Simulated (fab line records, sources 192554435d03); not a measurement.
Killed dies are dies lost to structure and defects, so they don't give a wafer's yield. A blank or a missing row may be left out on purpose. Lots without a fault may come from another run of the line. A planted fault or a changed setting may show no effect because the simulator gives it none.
Chamber matching | flow n5_finfet | N5_BEOL_M11_DESCUM_16 on rie_diel-02: 4 sister chambers
The step chemistry O2, time 7.9 s. 22 wafers are shown with their chamber, then 11 later ones without.

WAFERS WITH THEIR CHAMBER
wafer  | chamber | showerhead_plenum_p_Torr (Torr) | throttle_valve_pct (%) | drypump_motor_current_A (A)
L074.1 | 3       | 2.17                            | 20.34                  | 5.5
L074.2 | 2       | 2.05                            | 20.51                  | 5.9
L074.4 | 0       | 2.09                            | 20.53                  | 5.0
L075.3 | 2       | 2.05                            | 20.54                  | 5.9
L075.4 | 3       | 2.16                            | 20.33                  | 5.5
L075.6 | 3       | 2.16                            | 20.35                  | 5.5
L077.1 | 1       | 1.98                            | 20.03                  | 6.0
L077.2 | 3       | 2.16                            | 20.34                  | 5.5
L077.5 | 0       | 2.09                            | 20.53                  | 5.0
L078.2 | 3       | 2.16                            | 20.36                  | 5.5
L078.3 | 2       | 2.05                            | 20.53                  | 5.9
L078.5 | 2       | 2.05                            | 20.53                  | 5.9
L080.1 | 2       | 2.05                            | 20.53                  | 5.9
L080.2 | 1       | 1.98                            | 20.03                  | 6.0
L080.4 | 3       | 2.16                            | 20.37                  | 5.5
L082.1 | 2       | 2.05                            | 20.53                  | 5.9
L082.2 | 0       | 2.09                            | 20.52                  | 5.1
L082.6 | 1       | 1.98                            | 20.03                  | 6.0
L083.1 | 3       | 2.16                            | 20.36                  | 5.5
L083.2 | 1       | 1.98                            | 20.01                  | 6.0
L083.5 | 1       | 1.98                            | 20.03                  | 6.1
L084.2 | 1       | 1.98                            | 20.03                  | 6.0

SIGNATURES (means of the wafers above)
reading                  | chamber 0 | chamber 1 | chamber 2 | chamber 3 | scatter within a chamber
showerhead_plenum_p_Torr | 2.0900    | 1.9800    | 2.0500    | 2.1614    | 0.00218
throttle_valve_pct       | 20.5267   | 20.0267   | 20.5283   | 20.3500   | 0.0108
drypump_motor_current_A  | 5.033     | 6.017     | 5.900     | 5.500     | 0.0289
Rule: a wafer's distance from a chamber is the root of the sum, over the readings, of the square of ((its reading less the chamber's mean) divided by the reading's scatter). The wafer belongs to the nearest chamber; if the next one is less than 2 further off, it can't be placed. The scatter: the root of (the sum of the squares of (reading less its chamber's mean) over the shown wafers, divided by (wafers less chambers)).

WAFERS WITHOUT THEIR CHAMBER
wafer  | showerhead_plenum_p_Torr (Torr) | throttle_valve_pct (%) | drypump_motor_current_A (A)
L084.4 | 2.09                            | 20.55                  | 5.0
L084.5 | 2.05                            | 20.53                  | 5.9
L088.1 | 1.98                            | 20.05                  | 6.0
L088.3 | 2.04                            | 20.57                  | 5.9
L088.6 | 2.15                            | 20.39                  | 5.5
L091.2 | 2.15                            | 20.39                  | 5.5
L091.3 | 1.98                            | 20.03                  | 6.0
L091.5 | 1.98                            | 20.04                  | 6.0
L096.2 | 2.15                            | 20.39                  | 5.5
L096.4 | 2.15                            | 20.40                  | 5.5
L096.6 | 1.97                            | 20.08                  | 6.0

WHICH CHAMBER EACH WENT THROUGH
wafer  | from the rows above | in truth
L084.4 | 0                   | 0
L084.5 | 2                   | 2
L088.1 | 1                   | 1
L088.3 | 2                   | 2
L088.6 | 3                   | 3
L091.2 | 3                   | 3
L091.3 | 1                   | 1
L091.5 | 1                   | 1
L096.2 | 3                   | 3
L096.4 | 3                   | 3
L096.6 | 1                   | 1
Placed correctly: 11 of 11. Can't be placed from these rows: 0. Placed wrongly: 0.
